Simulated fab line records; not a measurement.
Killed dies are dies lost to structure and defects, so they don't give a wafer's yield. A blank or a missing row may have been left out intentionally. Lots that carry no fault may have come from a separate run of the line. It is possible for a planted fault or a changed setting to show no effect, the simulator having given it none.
Which tool is to blame? + flow nandHarc + 13 lots with 39 wafers sampled at 6 steps, on a route of 1302 steps

WHAT THE GAUGES SHOWED, per wafer
NHARC_P_M0_INSPECT_11. Usual: rawDefectCount reads 4.5 (standard deviation 2.5).
| lot  | measured     | on               | rawDefectCount | flag |
|------|--------------|------------------|----------------|------|
| L400 | day 6 08:44  | defectInspect-01 | 3 7 4          |      |
| L401 | day 6 18:56  | defectInspect-02 | 4 6 7          |      |
| L402 | day 7 11:19  | defectInspect-01 | 9 5 3          |      |
| L404 | day 7 23:05  | defectInspect-02 | 3 5 6          |      |
| L405 | day 8 15:53  | defectInspect-02 | 3 4 2          |      |
| L408 | day 10 02:46 | defectInspect-02 | 4 2 2          |      |
| L410 | day 10 18:29 | defectInspect-01 | 8 300 4        | OFF  |
| L417 | day 13 22:59 | defectInspect-01 | 6 5 2          |      |
| L418 | day 14 04:12 | defectInspect-01 | 2 7 10         |      |
| L419 | day 14 08:34 | defectInspect-01 | 6 3 1          |      |
| L421 | day 14 21:02 | defectInspect-02 | 4 2 5          |      |
| L420 | day 14 21:16 | defectInspect-02 | 3 5 9          |      |
| L422 | day 15 14:37 | defectInspect-01 | 5 6 8          |      |

NHARC_END_SORT_01. Usual: killedAtArray 54, standard deviation 12; killedAtOther 0.7, standard deviation 1.1; killedAtPeriphery 3.9, standard deviation 2.8; killedDies 59, standard deviation 13; killedOpen 3.4, standard deviation 2; killedShort 2.5, standard deviation 1.7.
| lot  | measured     | on        | killedAtArray | killedAtOther | killedAtPeriphery | killedDies | killedOpen | killedShort | flag |
|------|--------------|-----------|---------------|---------------|-------------------|------------|------------|-------------|------|
| L410 | day 28 19:32 | prober-01 | 42 47 55      | 0 0 0         | 5 231 3           | 47 278 58  | 4 3 8      | 1 2 5       | OFF  |

WHAT TOOL EACH LOT RAN ON (gives the tool, then ch and the chambers of the sampled wafers, and finally the start)
| lot  | NHARC_P_CONTACT_CMP_24        | NHARC_P_M0_DEGAS_28         | NHARC_P_M0_PRE_CLEAN_29                | NHARC_P_M0_PVD_21                      |
|------|-------------------------------|-----------------------------|----------------------------------------|----------------------------------------|
| L400 | cmp-03 ch 1,2, day 6 07:20    | pvdSputter-03, day 6 09:47  | pvdSputter-03, no start                | pvdSputter-03, no start                |
| L401 | cmp-01 ch 0,2,3, day 6 17:30  | pvdSputter-01, day 6 19:57  | pvdSputter-01, no start                | pvdSputter-01, no start                |
| L402 | cmp-02 ch 0,1,3, day 7 09:53  | pvdSputter-03, day 7 12:18  | pvdSputter-03, no start                | pvdSputter-03, no start                |
| L404 | cmp-02 ch 2,3, day 7 21:40    | pvdSputter-03, day 8 00:09  | pvdSputter-03, no start                | pvdSputter-03, no start                |
| L405 | cmp-03 ch 0,2,3, day 8 14:30  | pvdSputter-03, day 8 17:23  | pvdSputter-03, no start                | pvdSputter-03, no start                |
| L408 | cmp-01 ch 1,2,3, day 10 01:20 | pvdSputter-01, day 10 03:45 | pvdSputter-01, no start                | pvdSputter-01, no start                |
| L410 | cmp-03 ch 0,2,3, day 10 17:05 | pvdSputter-02, day 10 19:29 | pvdSputter-02, day 28 19:32 or earlier | pvdSputter-02, day 28 19:32 or earlier |
| L417 | cmp-02 ch 0,2, day 13 21:33   | pvdSputter-03, day 13 23:58 | pvdSputter-03, no start                | pvdSputter-03, no start                |
| L418 | cmp-01 ch 0,1,3, day 14 02:47 | pvdSputter-03, day 14 05:16 | pvdSputter-03, no start                | pvdSputter-03, no start                |
| L419 | cmp-03 ch 0,2,3, day 14 07:08 | pvdSputter-03, day 14 09:32 | pvdSputter-03, no start                | pvdSputter-03, no start                |
| L421 | cmp-03 ch 0,1, day 14 19:36   | pvdSputter-03, day 14 22:00 | pvdSputter-03, no start                | pvdSputter-03, no start                |
| L420 | cmp-03 ch 0,2, day 14 19:49   | pvdSputter-03, day 14 22:41 | pvdSputter-03, no start                | pvdSputter-03, no start                |
| L422 | cmp-01 ch 1,2,3, day 15 13:18 | pvdSputter-02, day 15 15:35 | pvdSputter-02, no start                | pvdSputter-02, no start                |
- NHARC_P_CONTACT_CMP_24: polishes, t overpolish 30 s, target thk 200 nm.
- NHARC_P_M0_DEGAS_28: time 60 s.
- NHARC_P_M0_PRE_CLEAN_29: time 30 s.
- NHARC_P_M0_PVD_21: deposits Cu, target thk 30 nm, time 20.49 s.

WHAT THE TOOLS THEMSELVES READ (means of the sampled wafers that have a number; where no wafer has one, the mark that the record gives instead)
NHARC_P_CONTACT_CMP_24. Usual: edgeZonePressureFrac 1.000, standard deviation 0.005; motorCurrentA 12.7 A, standard deviation 1.2; overpolishRunS 30.000 s, standard deviation 0.0098; timeToEndpointS 41 s, standard deviation 4.5.
| lot  | tool   | edgeZonePressureFrac | motorCurrentA (A) | overpolishRunS (s) | timeToEndpointS (s) | flag |
|------|--------|----------------------|-------------------|--------------------|---------------------|------|
| L400 | cmp-03 | 0.997                | 14.0              | 30.002             | 40                  |      |
| L401 | cmp-01 | 0.997                | 11.3              | 30.000             | 42                  |      |
| L402 | cmp-02 | 1.000                | 12.5              | 30.012             | 42                  |      |
| L404 | cmp-02 | 1.003                | 13.6              | 30.006             | 40                  |      |
| L405 | cmp-03 | 0.999                | 12.9              | 29.996             | 38                  |      |
| L408 | cmp-01 | 1.001                | 13.0              | 30.001             | 42                  |      |
| L410 | cmp-03 | 1.003                | 13.3              | 30.000             | 41                  |      |
| L417 | cmp-02 | 1.004                | 13.5              | 30.001             | 36                  |      |
| L418 | cmp-01 | 1.003                | 12.5              | 29.997             | 44                  |      |
| L419 | cmp-03 | 0.998                | 13.3              | 30.002             | 39                  |      |
| L421 | cmp-03 | 0.995                | 12.6              | 29.989             | 35                  |      |
| L420 | cmp-03 | 1.001                | 13.5              | 29.996             | 37                  |      |
| L422 | cmp-01 | 1.004                | 12.1              | 30.003             | 42                  |      |

NHARC_P_M0_DEGAS_28. Usual: heaterPowerW 357 W, standard deviation 33; susceptorTempC 250.01 C, standard deviation 0.16.
| lot  | tool          | heaterPowerW (W) | susceptorTempC (C) | flag |
|------|---------------|------------------|--------------------|------|
| L400 | pvdSputter-03 | 351              | 250.20             |      |
| L401 | pvdSputter-01 | 357              | 249.85             |      |
| L402 | pvdSputter-03 | 353              | 250.07             |      |
| L404 | pvdSputter-03 | 353              | 250.05             |      |
| L405 | pvdSputter-03 | 356              | 250.02             |      |
| L408 | pvdSputter-01 | 371              | 250.00             |      |
| L410 | pvdSputter-02 | 380              | 249.97             |      |
| L417 | pvdSputter-03 | 320              | 249.97             |      |
| L418 | pvdSputter-03 | 391              | 249.78             |      |
| L419 | pvdSputter-03 | 378              | -                  | OFF  |
| L421 | pvdSputter-03 | 365              | 250.14             |      |
| L420 | pvdSputter-03 | 343              | 249.97             |      |
| L422 | pvdSputter-02 | 352              | 249.97             |      |

NHARC_P_M0_PRE_CLEAN_29. Usual: heaterPowerW 441 W, standard deviation 40; susceptorTempC 280.02 C, standard deviation 0.19.
| lot  | tool          | heaterPowerW (W) | susceptorTempC (C) | flag |
|------|---------------|------------------|--------------------|------|
| L400 | pvdSputter-03 | 472              | 280.14             |      |
| L401 | pvdSputter-01 | 446              | -                  | OFF  |
| L402 | pvdSputter-03 | 428              | 280.04             |      |
| L404 | pvdSputter-03 | 429              | 279.91             |      |
| L405 | pvdSputter-03 | 461              | 280.19             |      |
| L408 | pvdSputter-01 | 450              | 279.95             |      |
| L410 | pvdSputter-02 | 490              | 279.92             |      |
| L417 | pvdSputter-03 | 461              | 280.18             |      |
| L418 | pvdSputter-03 | 460              | 280.07             |      |
| L419 | pvdSputter-03 | 424              | 280.05             |      |
| L421 | pvdSputter-03 | 395              | 280.14             |      |
| L420 | pvdSputter-03 | 456              | 279.98             |      |
| L422 | pvdSputter-02 | 427              | 280.12             |      |

NHARC_P_M0_PVD_21. Usual: throttleValvePct reads 29.9 % (standard deviation 1.2).
| lot  | tool          | throttleValvePct (%) | flag |
|------|---------------|----------------------|------|
| L400 | pvdSputter-03 | 30.6                 |      |
| L401 | pvdSputter-01 | 29.3                 |      |
| L402 | pvdSputter-03 | 30.0                 |      |
| L404 | pvdSputter-03 | 30.2                 |      |
| L405 | pvdSputter-03 | 29.3                 |      |
| L408 | pvdSputter-01 | 29.0                 |      |
| L410 | pvdSputter-02 | 29.9                 |      |
| L417 | pvdSputter-03 | 30.0                 |      |
| L418 | pvdSputter-03 | 29.9                 |      |
| L419 | pvdSputter-03 | 30.2                 |      |
| L421 | pvdSputter-03 | 29.9                 |      |
| L420 | pvdSputter-03 | 29.6                 |      |
| L422 | pvdSputter-02 | 31.0                 |      |

THE ANSWER, worked out from the rows above alone
Rule: take the mean of a lot's wafers that have a number; if it is more than 3 standard deviations from the usual mean, the lot is off. A lot without any number at a reading at which 4 lots or more have one is off too. Any other lot the step has rows for is counted as sound. First the gauges in route order, then the tools' own readings, where a lot's mean is used as printed above. At the first step where some lot is off, the reading lying furthest off is the one used; lots without a number count as furthest.
Off at NHARC_P_M0_INSPECT_11 (rawDefectCount): L410.
A tool fits if, at a process step before that reading, it ran every lot that is off, and no sound lot after the first of them. The gauges at NHARC_P_M0_INSPECT_11 aren't tried: what is off there is off at NHARC_END_SORT_01 too, on other tools, and a gauge's error can't cause that. Of those tried, none fits.

WHAT THE SIMULATOR HAD PUT IN
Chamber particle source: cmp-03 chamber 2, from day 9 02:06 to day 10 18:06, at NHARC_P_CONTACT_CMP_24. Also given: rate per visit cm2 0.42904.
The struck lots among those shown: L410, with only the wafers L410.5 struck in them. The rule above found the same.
